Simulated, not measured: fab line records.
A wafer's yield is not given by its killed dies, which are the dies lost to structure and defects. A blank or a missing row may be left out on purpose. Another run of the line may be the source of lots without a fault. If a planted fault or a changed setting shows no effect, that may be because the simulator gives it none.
Chamber matching | flow n5_finfet | cmp-02 running N5_ILD0_CMP_12: 4 sister chambers
The step polishes SiNx, stops on poly-Si, t overpolish 6 s, target thk 17.67 nm. 4 wafers are shown with their chamber, then 8 later ones without.

## WAFERS PAIRED WITH THEIR CHAMBERS
wafer  | chamber | motor_current_A (A)
L082.2 | 1       | 9.3
L083.3 | 0       | 7.3
L086.6 | 3       | 7.9
L091.1 | 2       | 8.4

## WAFERS WITHOUT THEIR CHAMBER
wafer  | motor_current_A (A)
L091.3 | 8.0
L091.6 | 7.8
L092.2 | 9.0
L092.5 | 7.7
L092.6 | 7.7
L096.4 | 7.2
L096.5 | 7.5
L096.6 | 9.1

## THE CHAMBER EACH PASSED THROUGH
wafer  | from the rows above     | in truth
L091.3 | can't be placed: 3 or 2 | 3
L091.6 | 3                       | 3
L092.2 | can't be placed: 1 or 2 | 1
L092.5 | can't be placed: 3 or 0 | 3
L092.6 | can't be placed: 3 or 0 | 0
L096.4 | 0                       | 0
L096.5 | can't be placed: 0 or 3 | 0
L096.6 | 1                       | 1
Correctly placed: 3 of 8. Cannot be placed on the basis of these rows: 5; the candidates contain the true chamber in 5. Wrongly placed: 0.
How it was worked out, from the rows above alone: a wafer's distance from a chamber is the root of the sum, over the readings, of the square of ((its reading less the chamber's mean) divided by the reading's scatter). If the next closest chamber is less than 2 further off than the closest, the wafer can't be placed; otherwise it belongs to the closest. The mean given for a chamber averages the wafers shown for that chamber. The scatter (one wafer shown for each chamber): square how far every hidden wafer sits from the nearest shown wafer, average those squares and take the square root.
